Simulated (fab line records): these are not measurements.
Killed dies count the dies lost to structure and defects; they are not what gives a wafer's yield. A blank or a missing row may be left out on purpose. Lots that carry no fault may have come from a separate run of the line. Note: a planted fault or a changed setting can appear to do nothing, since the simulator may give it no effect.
A lot that was struck, set against a sound lot    flow nand_harc    14 steps out of a route of 1302
Sound: these wafers, L313.3, L313.4, L313.6. Wafers struck: L324.1, L324.4, L324.5. The cause is given at the end.
At each step with rows: each side's tool, then ch and its chambers, then its first start. Under that, the readings that differ: sound wafers    struck wafers    difference of the means    sigmas: that difference in standard deviations of wafers without a fault.
alike: readings with means less than 2 such deviations apart, plus words and numbers identical on both sides. not compared: withheld readings, readings lacking a value on some wafer, bounds such as >300 that could conceal the same value, and numbers that have no deviation in the record and whose values overlap.
The two part at a step that has a row with sigmas, a row that says differs or no value, or rows on one side only. Non-overlapping numbers with no deviation appear without sigmas and do not part them. A reading missing from all wafers of one side parts the sides only when that side holds two or more wafers.

first, 4 steps without rows for these wafers: NHARC_A_M1_EBR_05; NHARC_A_M1_EXPOSE_06 (exposes mask A M1, target cd 120 nm); NHARC_A_M1_PEB_07 (peb time 65 s); NHARC_A_M1_DEVELOP_08 (develop time 35 s).
NHARC_A_M1_CD_MEAS_09 targets a cd of 120 nm.
  sound on cd_sem-02 ch 0, day 25 07:06; struck on cd_sem-03 ch 0, day 30 03:02
  alike: cd_nm
NHARC_A_M1_OVL_MEAS_10: pitch 240 nm.
  struck on overlay-02, day 30 03:07; sound on overlay-01, day 25 07:11
  alike: overlay_x_nm, overlay_y_nm
NHARC_A_M1_INSPECT_11:
  struck on defect_inspect-01, day 30 03:09; sound on defect_inspect-01, day 25 07:13
  alike: raw_defect_count
NHARC_A_M1_DESCUM_14: chemistry O2, time 3 s.
  sound on rie_diel-09 ch 1,2,3, day 25 07:17; struck on rie_diel-09 ch 1,3, day 30 03:13
  alike: drypump_motor_current_A, oes_product_au, rf_vpp_V, showerhead_plenum_p_Torr, throttle_valve_pct
  not compared: rf_hours_counter_h
NHARC_A_M1_ETCH_35: etches the open film in N2/H2, target depth 40 nm, overetch 12 nm, time 43.94 s.
  sound on rie_diel-09 ch 0,2, day 25 07:22; struck on rie_diel-09 ch 0,3, day 30 03:18
  alike: bias_w, chamber_pressure_mTorr, drypump_motor_current_A, oes_product_au, rf_vpp_V, showerhead_plenum_p_Torr, throttle_valve_pct
  not compared: rf_hours_counter_h
NHARC_A_M1_ETCH_15: etches the open film in C4F8/Ar, target depth 182.5 nm, time 91.2 s.
  sound on rie_diel-09 ch 0,1; struck on rie_diel-09 ch 0,3
  alike: bias_w, chamber_pressure_mTorr, oes_product_au, rf_vpp_V
  not compared: rf_hours_counter_h
NHARC_A_M1_CD_MEAS_16:
  struck on cd_sem-01, day 30 03:31; sound on cd_sem-01, day 25 07:35
  alike: cd_nm
NHARC_A_M1_STRIP_18: strips in N2/H2.
  sound on rie_diel-11 ch 1,3, day 25 07:40; struck on rie_diel-11 ch 0,1,2, day 30 03:37
  alike: drypump_motor_current_A, oes_product_au, rf_vpp_V, showerhead_plenum_p_Torr, throttle_valve_pct
  not compared: rf_hours_counter_h
NHARC_A_M1_ETCH_28: etches the open film in CF4/N2, target depth 30 nm, time 72.99 s.
  sound on rie_diel-11 ch 2,3, day 25 07:54; struck on rie_diel-11 ch 0,1, day 30 03:50
  no value came back on the struck wafers for any of 8 readings (bias_w (W), cf4_flow_sccm (sccm) and others); on the sound wafers bias_w (W) reads 100.1 100.5 99.8
  not compared: rf_hours_counter_h
then, 1 step without rows for these wafers: NHARC_A_M1_STRIP_19 (strips in post etch residue remover, time 600 s).

== WHERE THEY PART ==
NHARC_A_M1_ETCH_28 only, going by this record.

WHY: whatever the simulator had introduced
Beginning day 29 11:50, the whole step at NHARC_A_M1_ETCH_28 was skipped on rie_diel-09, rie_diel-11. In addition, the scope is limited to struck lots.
